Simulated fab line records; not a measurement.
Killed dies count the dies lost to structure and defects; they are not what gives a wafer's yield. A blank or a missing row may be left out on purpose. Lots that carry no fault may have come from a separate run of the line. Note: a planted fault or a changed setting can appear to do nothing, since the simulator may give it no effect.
Lot-split experiment | flow n5_finfet | on a route of 1938 steps: 7 lots, 21 wafers read

SPLIT DETAILS
At N5_BEOL_M1_ETCH_70 (etches SOC in N2/H2, target depth 80 nm, overetch 16 nm, time 120 s), the setting source_w was moved away from the recipe's 840 W on 6 of the 21 wafers read, by -15.8% to +6.9%. The other wafers ran this setting at the recipe's value.

The reading is taken at the split's own step.

THE READING
rf_vpp_V, in V, at N5_BEOL_M1_ETCH_70 (etches SOC in N2/H2, target depth 80 nm, overetch 16 nm, time 120 s). Typical for fault-free wafers on this fab line: 523.3 V, with standard deviation 2.3 V.

wafer  | tool, chamber at the split | source_w as run, W | against the recipe | rf_vpp_V, V | against lot-mates on the recipe
L078.3 | rie_diel-03, 2             | 840                | recipe             | 522.3       | -
L078.4 | rie_diel-03, 0             | 840                | recipe             | 526.7       | -
L078.6 | rie_diel-03, 3             | 840                | recipe             | 519.6       | -
L085.2 | rie_diel-02, 2             | 840                | recipe             | 524.9       | -
L085.3 | rie_diel-02, 0             | 707.1              | -15.8%             | 556.8       | +31.8
L085.5 | rie_diel-02, 0             | 840                | recipe             | 525.1       | -
L084.1 | rie_diel-01, 2             | 840                | recipe             | 525.2       | -
L084.3 | rie_diel-01, 3             | 840                | recipe             | 520.6       | -
L084.5 | rie_diel-01, 1             | 897.9              | +6.9%              | 508.6       | -14.3
L087.1 | rie_diel-01, 3             | 840                | recipe             | 520.1       | -
L087.2 | rie_diel-01, 2             | 840                | recipe             | 526.1       | -
L087.6 | rie_diel-01, 3             | 840                | recipe             | 520.5       | -
L091.1 | rie_diel-01, 1             | 840                | recipe             | 519.5       | -
L091.3 | rie_diel-01, 0             | 840                | recipe             | 521.8       | -
L091.5 | rie_diel-01, 0             | 840                | recipe             | 522.9       | -
L096.1 | rie_diel-02, 1             | 840                | recipe             | 520.4       | -
L096.4 | rie_diel-02, 2             | 895.8              | +6.6%              | 513.7       | -6.7
L096.5 | rie_diel-02, 3             | 895.8              | +6.6%              | 514.2       | -6.2
L097.1 | rie_diel-01, 3             | 729.8              | -13.1%             | 543.6       | +17.2
L097.2 | rie_diel-01, 2             | 840                | recipe             | 526.4       | -
L097.4 | rie_diel-01, 1             | 729.8              | -13.1%             | 545.4       | +19.0

FIT RESULTS
A straight line over all 21 wafers: rf_vpp_V changes by -1.8 V for each +1% of source_w; r = -0.97; the points scatter about the line by 2.9 V.
The same after taking each lot's own level away (the mean of its wafers on the recipe; 21 wafers): -1.58 V for each +1%; r = -0.96; scatter 3 V.
According to that fit, moving source_w by its largest amount changes the reading by 25 V.
Measured against the standard deviation above, the lots' own levels, which go from 520.40 to 526.40 V, span 2.6 times it.
Thus the slope moves with the lot-to-lot level: the two fits are different.
Check: for one of the wafers moved furthest among these (-15.8%), held out of the fit, the line's prediction against its lot-mates is +21.8 V. Against them it came out at +31.8 V.
Tool readings at the split's step, against how far the setting was moved: rf_vpp_V r = -0.97.

FILE'S OWN FIT
rf_vpp_V changes by -1.72 V for each +1% of source_w, r = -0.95.
